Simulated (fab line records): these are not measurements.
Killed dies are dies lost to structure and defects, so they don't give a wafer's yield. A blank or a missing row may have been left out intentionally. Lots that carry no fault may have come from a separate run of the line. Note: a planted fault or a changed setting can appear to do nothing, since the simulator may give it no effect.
fab line records | flow n5-finfet
record lots=8 wafers=24 last-day=17
route steps=1938 shown BEOL_M0_SAQP@652 BEOL_M4@1111
lots untouched by any fault: they come from a run of this same line in which no faults occurred
start-h: start of the lot's first displayed wafer, in hours after the record's first day | wait-h: time in hours since the lot's previous step | " repeats the value in the row above | L1.1+2: one row covering several wafers at once | - either no value or no given start | * or withheld: withheld | < > ~ a bound
route shown NAME@n: names a module that has steps shown in the file, with the first one's number in the route | usual: the fault-free wafers' mean and standard deviation | same: alike in all rows | chamber/n: place in a boat | sites: each site's reading | _std_site: standard deviation of those values | _edge_site: outer sites' mean less inner sites' | radius-mm: how far each site lies from the wafer's centre | mask NAME#n: copy n | behind: tool/chamber where the wafer was last shaped | hold: why the lot went on hold/how many hours it stayed there/how the hold came to an end | device: the transistor (n, p or np) that didn't switch | end of line: at the end of the route, the tests of the same wafers | where a step has no rows: the recipe by itself | killed: dies lost to structure and defects at the first sort, not the wafer's yield | map: per-die view of a wafer (x killed, . not killed, _ where there is no die)
set.NAME: the run value of the setting; set.NAME@STEP: its run value at that earlier step | model.NAME: the simulator's own value behind a step, which no gauge read
route steps across a sampled set of lots; one table per step, one row per wafer
services: the hour from which a tool's chamber was out of use, counted from the record's first day as start-h (under 0 if before that day), plus the number of hours and why
## steps
# step N5_BEOL_M0_SAQP_DESCUM_19
# recipe chemistry=O2 time-s=7.9 source-power-w=50 bias-power-w=20 pressure-mtorr=20 rf-frequency-hz=2.712e+07 temp-c=40 resist=CAR-ArF o2-flow-sccm=225
# usual drypump-motor-current-A=5.84/0.23 oes-product-au=0.76/0.073 rf-vpp-V=242.8/1.6 showerhead-plenum-p-Torr=2.07/0.082 throttle-valve-pct=20.56/0.2
# columns lot.wafer tool chamber start-h wait-h drypump-motor-current-A oes-product-au rf-hours-counter-h rf-vpp-V showerhead-plenum-p-Torr throttle-valve-pct
L146.2 rie-diel-04 1 126.54 0.3 5.98 0.87 62 242.4 2.04 20.13
L146.3 " 0 " " 5.55 0.73 172 241.7 1.99 20.43
L146.4 " 2 " " 5.60 0.69 238 240.4 1.97 20.42
L152.2 rie-diel-03 1 161.75 0.0 5.56 0.76 166 242.5 2.01 20.51
L152.4 " 3 " " 5.79 0.68 247 241.3 1.98 20.55
L152.6 " 3 " " 5.78 0.68 - 241.6 1.98 20.56
L153.1 rie-diel-04 1 174.95 0.0 5.99 0.85 77 243.2 2.03 20.16
L153.2 " 0 " " 5.46 0.72 186 241.6 1.99 20.47
L153.3 " 3 " " 6.21 0.74 174 242.5 2.08 20.72
L156.1 rie-diel-04 1 184.02 0.0 6.02 0.85 80 244.0 2.03 20.16
L156.2 " 0 " " 5.51 0.73 189 241.8 1.98 20.46
L156.5 " 0 " " 5.49 0.72 - 241.3 1.98 20.47
L157.3 rie-diel-05 3 188.92 0.2 6.01 0.75 153 240.7 2.01 20.56
L157.4 " 2 " " 5.80 0.86 58 244.3 2.23 20.63
L157.6 " 0 " " 5.82 0.69 - 242.8 2.07 20.85
L160.1 rie-diel-04 1 212.19 0.0 6.01 0.84 89 240.8 2.03 20.17
L160.4 " 0 " " 5.52 0.72 197 242.2 1.98 20.46
L160.5 " 3 " " 6.20 0.74 - 243.1 2.08 20.72
L163.2 rie-diel-03 0 236.65 0.0 6.29 0.72 197 244.3 2.08 20.79
L163.3 " 3 " " 5.79 0.94 13 244.4 2.23 20.15
L163.6 " 0 " " 6.29 0.71 - 243.4 2.08 20.78
L165.1 rie-diel-05 3 241.04 0.6 5.97 0.74 172 242.1 2.00 20.60
L165.4 " 0 " " 5.81 0.68 247 241.8 2.06 20.91
L165.5 " 3 " " 5.96 0.73 - 241.9 2.00 20.62
# step N5_BEOL_M0_SAQP_SPACER1_ETCHBACK_99
# recipe chemistry=CHF3/O2 mode=anisotropic-etchback target=SiO2 target-depth-a=154 time-s=7.7 pressure-mtorr=30 source-w=650 bias-w=170 Ar_flow_sccm=200 CHF3_flow_sccm=50 O2_flow_sccm=5 ion-energy-ev=200
# usual CHF3_flow_sccm=49.99/0.14 drypump-motor-current-A=5.84/0.24 mfc-ar-sccm=200.0/0.64 oes_o_777_au=0.77/0.076 oes-product-au=0.77/0.081 rf-vpp-V=527/11 showerhead-plenum-p-Torr=2.42/0.093 throttle-valve-pct=19.03/0.17
# columns lot.wafer tool chamber start-h wait-h CHF3_flow_sccm drypump-motor-current-A mfc-ar-sccm oes_o_777_au oes-product-au rf-hours-counter-h rf-vpp-V showerhead-plenum-p-Torr throttle-valve-pct
L146.2 rie-diel-03 2 127.91 0.3 50.00 5.70 199.7 0.78 0.78 135 536 2.50 18.94
L146.3 " 3 " " 49.92 5.80 199.7 0.69 0.69 238 530 2.29 19.07
L146.4 " 1 " " 50.02 5.58 200.1 0.77 0.76 155 518 2.33 19.01
L152.2 rie-diel-05 3 163.12 0.3 50.00 5.98 200.2 0.75 0.75 146 519 2.33 19.16
L152.4 " 1 " " 50.08 5.67 200.1 0.70 0.69 236 512 2.39 18.97
L152.6 " 2 " " 49.80 5.80 201.0 0.89 0.88 - 507 2.57 19.06
L153.1 rie-diel-05 1 176.70 0.3 50.12 5.68 201.0 0.71 0.68 240 509 2.39 18.98
L153.2 " 2 " " 49.91 5.80 200.0 0.89 0.87 54 505 2.56 19.05
L153.3 " 0 " " 49.86 5.82 200.9 0.70 0.69 226 520 2.38 19.33
L156.1 rie-diel-03 0 186.05 0.3 50.05 6.25 199.6 0.73 0.72 180 537 2.39 19.16
L156.2 " 2 " " 49.82 5.70 200.1 0.76 0.75 155 539 2.49 18.97
L156.5 " 1 " " 50.16 5.57 200.3 0.76 0.75 - 518 2.32 19.04
L157.3 rie-diel-03 0 191.09 0.4 49.92 6.27 199.7 0.73 0.73 182 537 2.39 19.17
L157.4 " 2 " " 50.14 5.73 200.1 0.76 0.75 - 538 2.49 18.99
L157.6 " 0 " " 50.07 6.29 199.5 0.73 0.73 - 536 2.39 19.16
L160.1 rie-diel-03 1 213.78 0.4 49.96 5.56 200.6 0.75 0.74 184 516 2.31 19.07
L160.4 " 3 " " 50.06 5.80 201.1 0.96 0.98 6 538 2.58 18.67
L160.5 " 3 " " 50.00 5.79 200.0 0.95 0.98 - 536 2.58 18.66
L163.2 rie-diel-04 1 238.22 0.3 49.91 6.02 201.1 0.83 0.83 94 514 2.34 18.68
L163.3 " 3 " " 49.91 6.20 200.2 0.73 0.74 192 521 2.40 19.24
L163.6 " 3 " " 49.96 6.24 200.2 0.73 0.73 - 521 2.40 19.23
L165.1 rie-diel-03 1 242.58 0.3 50.27 5.59 199.4 0.74 0.73 193 515 2.31 19.07
L165.4 " 0 " " 50.25 6.25 199.5 0.71 0.72 199 535 2.39 19.19
L165.5 " 2 " " 49.95 5.70 200.4 0.75 0.74 - 539 2.48 19.01
# step N5_BEOL_M0_SAQP_ETCH_102
# recipe chemistry=CF4 target=SiO2 target-depth-a=40 ion-energy-ev=350 time-s=4.4 pressure-mtorr=10 icp-w=800 bias-w=400 cf4-flow-sccm=80
# usual drypump-motor-current-A=5.7/0.41 oes-product-au=1.010/0.02 throttle-valve-pct=21.74/0.14
# columns lot.wafer tool chamber start-h wait-h drypump-motor-current-A oes-product-au rf-hours-counter-h throttle-valve-pct
L146.2 rie-si-06 0 128.30 0.1 5.4 1.024 9 21.80
L146.3 " 3 " " 6.3 0.991 1 21.75
L146.4 " 1 " " 5.7 1.034 141 21.75
L152.2 rie-si-02 2 163.46 0.1 5.0 1.018 103 22.00
L152.4 " 3 " " 6.0 0.993 49 21.82
L152.6 " 1 " " 5.9 0.992 - 22.02
L153.1 rie-si-06 0 177.08 0.1 5.5 1.033 9 21.81
L153.2 " 2 " " 5.7 1.015 61 21.69
L153.3 " 1 " " 5.7 1.029 142 21.76
L156.1 rie-si-06 3 186.40 0.1 6.3 1.234 2 21.82
L156.2 " 2 " " 5.8 1.263 61 21.78
L156.5 " 2 " " 5.7 1.265 - 21.76
L157.3 rie-si-06 1 191.45 0.1 5.7 1.292 143 21.84
L157.4 " 2 " " 5.7 1.269 61 21.80
L157.6 " 2 " " 5.7 1.270 - 21.78
L160.1 rie-si-03 0 214.12 0.1 6.3 0.973 180 21.51
L160.4 " 2 " " 5.7 1.014 40 21.60
L160.5 " 3 " " 6.1 1.008 - 21.56
L163.2 rie-si-03 3 238.57 0.1 6.1 1.001 5 21.55
L163.3 " 1 " " 4.9 1.044 35 21.72
L163.6 " 1 " " 4.9 1.045 - 21.73
L165.1 rie-si-03 2 242.92 0.1 5.7 1.025 41 21.61
L165.4 " 3 " " 6.1 0.998 5 21.56
L165.5 " 1 " " 4.9 1.042 - 21.72
# step N5_BEOL_M0_SAQP_SPACER2_ETCHBACK_27
# recipe chemistry=CHF3/O2 mode=anisotropic-etchback target=SiO2 target-depth-a=225 time-s=11.25 pressure-mtorr=30 source-w=650 bias-w=170 Ar_flow_sccm=200 CHF3_flow_sccm=50 O2_flow_sccm=5 ion-energy-ev=200
# usual CHF3_flow_sccm=50.01/0.14 drypump-motor-current-A=5.84/0.22 mfc-ar-sccm=200.1/0.56 oes_o_777_au=0.77/0.076 oes-product-au=0.77/0.078 rf-vpp-V=519/8.2 showerhead-plenum-p-Torr=2.40/0.094 throttle-valve-pct=19.02/0.21
# columns lot.wafer tool chamber start-h wait-h CHF3_flow_sccm drypump-motor-current-A mfc-ar-sccm oes_o_777_au oes-product-au rf-hours-counter-h rf-vpp-V showerhead-plenum-p-Torr throttle-valve-pct
L146.2 rie-diel-05 2 129.72 0.3 49.91 5.82 200.9 0.91 0.90 42 504 2.57 19.04
L146.3 " 3 " " 50.05 6.00 200.2 0.76 0.76 135 518 2.34 19.14
L146.4 " 0 " " 49.95 5.82 200.4 0.70 0.70 211 518 2.39 19.32
L152.2 rie-diel-05 2 165.18 0.3 49.80 5.81 200.3 0.89 0.88 51 505 2.57 19.06
L152.4 " 0 " " 50.03 5.80 200.1 0.70 0.69 222 518 2.38 19.33
L152.6 " 1 " " 49.93 5.66 199.7 0.71 0.69 - 511 2.39 18.98
L153.1 rie-diel-05 2 178.50 0.3 49.91 5.82 199.2 0.89 0.87 55 506 2.56 19.04
L153.2 " 1 " " 49.77 5.69 200.2 0.71 0.68 240 510 2.38 18.98
L153.3 " 3 " " 50.11 6.01 200.1 0.74 0.74 150 519 2.33 19.16
L156.1 rie-diel-04 3 190.49 0.3 49.91 6.22 200.6 0.74 0.75 179 521 2.40 19.21
L156.2 " 2 " " 49.88 5.64 199.3 0.92 0.94 2 518 2.58 18.69
L156.5 " 0 " " 50.01 5.53 201.0 0.72 0.73 - 520 2.31 19.00
L157.3 rie-diel-03 2 193.53 0.3 49.93 5.68 200.8 0.76 0.75 158 541 2.49 18.96
L157.4 " 2 " " 49.95 5.69 199.6 0.76 0.75 - 539 2.49 18.96
L157.6 " 0 " " 49.80 6.26 200.7 0.73 0.73 - 538 2.39 19.15
L160.1 rie-diel-05 0 216.04 0.3 49.91 5.82 200.1 0.68 0.68 237 518 2.38 19.36
L160.4 " 0 " " 49.98 5.81 200.5 0.69 0.68 - 518 2.38 19.35
L160.5 " 2 " " 50.31 5.81 200.1 0.87 0.85 - 506 2.56 19.10
L163.2 rie-diel-03 3 240.50 0.4 49.85 5.78 200.2 0.93 0.94 14 539 2.58 18.67
L163.3 " 0 " " 49.78 6.26 200.3 0.72 0.72 199 538 2.39 19.19
L163.6 " 3 " " 49.89 5.80 200.2 0.92 0.95 - 538 2.58 18.68
L165.1 rie-diel-04 0 244.76 0.3 49.88 5.57 200.8 0.71 0.72 206 519 2.30 19.04
L165.4 " 3 " " 50.05 6.22 199.6 0.73 0.73 194 520 2.40 19.23
L165.5 " 2 " " 50.04 5.65 200.4 0.87 0.89 - 516 2.58 18.68
# step N5_BEOL_M4_RC_MEAS_101
# usual DIBL_N=36.8/1.5 DIBL_P=37.1/2.1 IOFF_N=0.168/0.03 IOFF_P=0.22/0.034 ION_N=679/12 ION_P=466/8 SS_N=71.7/0.58 SS_P=73.5/0.67 VT_N=248.8/2.7 VT_P=-250/3.3
# columns lot.wafer tool chamber start-h wait-h DIBL_N[mV/V] DIBL_P[mV/V] IOFF_N[nA/um] IOFF_P[nA/um] ION_N[uA/um] ION_P[uA/um] SS_N[mV/dec] SS_P[mV/dec] VT_N[mV] VT_P[mV]
L146.2 prober-02 0 181.93 0.2 36.8 36.8 0.162 0.26 690 482 71.3 73.5 248.8 -246
L146.3 " 0 " " 37.9 38.8 0.184 0.29 689 479 71.8 74.2 249.6 -242
L146.4 " 0 " " 37.9 37.6 0.190 0.26 704 486 71.9 73.5 246.3 -246
L152.2 prober-01 0 209.36 0.2 38.6 40.4 0.222 0.23 688 457 71.9 74.1 245.8 -253
L152.4 " 0 " " 35.1 36.2 0.148 0.16 680 458 70.8 72.7 249.5 -257
L152.6 " 0 " " 37.7 38.2 0.178 0.20 673 457 72.5 73.5 249.2 -254
L153.1 prober-02 0 216.12 0.0 40.3 41.8 0.264 0.28 698 468 72.5 74.9 243.8 -250
L153.2 " 0 " " 36.5 36.5 0.150 0.18 660 452 70.7 74.0 251.1 -253
L153.3 " 0 " " 38.9 41.4 0.217 0.27 677 467 72.4 74.1 244.8 -249
L156.1 prober-02 0 242.12 0.0 34.3 32.5 0.132 0.19 662 465 70.9 73.3 250.2 -251
L156.2 " 0 " " 36.4 34.9 0.166 0.22 676 470 71.2 73.4 247.7 -250
L156.5 " 0 " " 35.6 34.2 0.152 0.21 670 461 71.0 74.0 249.4 -250
L157.3 prober-02 0 246.82 0.3 41.2 40.8 0.240 0.32 677 468 72.2 76.2 245.5 -248
L157.4 " 0 " " 36.5 34.4 0.138 0.21 662 464 71.1 73.5 253.0 -251
L157.6 " 0 " " 35.5 32.9 0.124 0.18 657 455 71.1 72.4 253.3 -249
L160.1 prober-01 0 269.38 0.0 35.7 36.8 0.139 0.22 681 472 71.1 73.4 252.4 -251
L160.4 " 0 " " 33.8 33.9 0.118 0.17 674 468 70.9 72.4 253.6 -252
L160.5 " 0 " " 37.9 39.5 0.169 0.27 676 471 71.7 73.9 244.6 -246
L163.2 prober-02 0 294.62 0.2 38.9 37.8 0.177 0.19 678 460 72.3 73.9 247.2 -256
L163.3 " 0 " " 36.8 35.5 0.135 0.17 675 459 70.8 73.3 254.0 -256
L163.6 " 0 " " 38.6 36.7 0.174 0.18 683 462 72.4 73.7 249.3 -257
L165.1 prober-02 0 296.59 0.0 33.4 33.0 0.126 0.19 679 469 71.3 72.9 252.8 -251
L165.4 " 0 " " 34.7 34.8 0.147 0.22 681 472 71.5 73.4 252.4 -247
L165.5 " 0 " " 36.5 36.2 0.164 0.26 678 474 72.4 73.0 248.7 -246
## services
# columns tool chamber start-h hours kind
rie-diel-05 2 156.09 5.9 repair
rie-diel-03 - 158.81 0.4 repair
rie-si-06 - 163.30 0.8 repair
rie-diel-04 2 166.33 - clean
rie-diel-04 2 166.33 - consumable-replace:esc
rie-diel-04 2 166.33 - consumable-replace:focus-ring
rie-diel-04 2 166.33 - consumable-replace:showerhead
rie-diel-04 2 166.33 17.8 scheduled-down
rie-diel-04 2 166.33 17.8 vent-cycle
rie-diel-03 3 173.66 - clean
rie-diel-03 3 173.66 - consumable-replace:focus-ring
rie-diel-03 3 173.66 - consumable-replace:showerhead
rie-diel-03 3 173.66 21.4 scheduled-down
rie-diel-03 3 173.66 21.4 vent-cycle
rie-diel-05 1 210.42 - clean
rie-diel-05 1 210.42 - consumable-replace:focus-ring
rie-diel-05 1 210.42 23.2 scheduled-down
rie-diel-05 1 210.42 23.2 vent-cycle
rie-si-02 2 217.46 1.7 repair
rie-si-02 3 221.68 11.3 repair
rie-diel-04 - 234.11 1.7 repair
rie-si-02 2 234.76 1.0 repair
rie-si-03 0 238.15 3.5 repair
## key
first-sign step=N5_BEOL_M0_SAQP_ETCH_102 reading=oes-product-au direction=up sigmas=13 usual=1.010 struck=1.266
effect none on later readings
met-at N5_BEOL_M0_SAQP_ETCH_102
struck-lots L156,L157
not-acting-at N5_BEOL_M0_SAQP_DESCUM_19,N5_BEOL_M0_SAQP_SPACER1_ETCHBACK_99,N5_BEOL_M0_SAQP_SPACER2_ETCHBACK_27
onset-between 177.08 186.40
fault kind=process-parameter-drift tool=rie-si-06 chamber=- onset-h=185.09 steps=N5_BEOL_M0_SAQP_ETCH_102 channel=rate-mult offset=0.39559 shape=step end-h=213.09
